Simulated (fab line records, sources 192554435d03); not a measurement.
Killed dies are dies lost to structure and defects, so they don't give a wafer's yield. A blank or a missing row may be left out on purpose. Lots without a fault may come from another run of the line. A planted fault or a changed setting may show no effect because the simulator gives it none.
Chamber matching | flow n5_finfet | N5_STI_FIN_REVEAL_STRIP_24 on rie_diel-06: 4 sister chambers
The step strips in N2/H2, time 90 s. 4 wafers are shown with their chamber, then 11 later ones without.

WAFERS WITH THEIR CHAMBER
wafer  | chamber | showerhead_plenum_p_Torr (Torr)
L080.4 | 1       | 3.59
L091.1 | 0       | 3.38
L091.2 | 3       | 3.21
L092.2 | 2       | 3.25

WAFERS WITHOUT THEIR CHAMBER
wafer  | showerhead_plenum_p_Torr (Torr)
L092.4 | 3.38
L092.5 | 3.38
L093.1 | 3.38
L093.5 | 3.57
L093.6 | 3.38
L095.2 | 3.57
L095.4 | 3.25
L095.5 | 3.21
L097.3 | 3.21
L097.4 | 3.56
L097.6 | 3.56

WHICH CHAMBER EACH WENT THROUGH
wafer  | from the rows above | in truth
L092.4 | 0                   | 0
L092.5 | 0                   | 0
L093.1 | 0                   | 0
L093.5 | 1                   | 1
L093.6 | 0                   | 0
L095.2 | 1                   | 1
L095.4 | 2                   | 2
L095.5 | 3                   | 3
L097.3 | 3                   | 3
L097.4 | 1                   | 1
L097.6 | 1                   | 1
Placed correctly: 11 of 11. Can't be placed from these rows: 0. Placed wrongly: 0.
How it was worked out, from the rows above alone: a wafer's distance from a chamber is the root of the sum, over the readings, of the square of ((its reading less the chamber's mean) divided by the reading's scatter). The wafer belongs to the nearest chamber; if the next one is less than 2 further off, it can't be placed. A chamber's mean is the mean of its shown wafers. The scatter: with one shown wafer a chamber, the root of the mean of the squares of how far each hidden wafer lies from its nearest shown one.
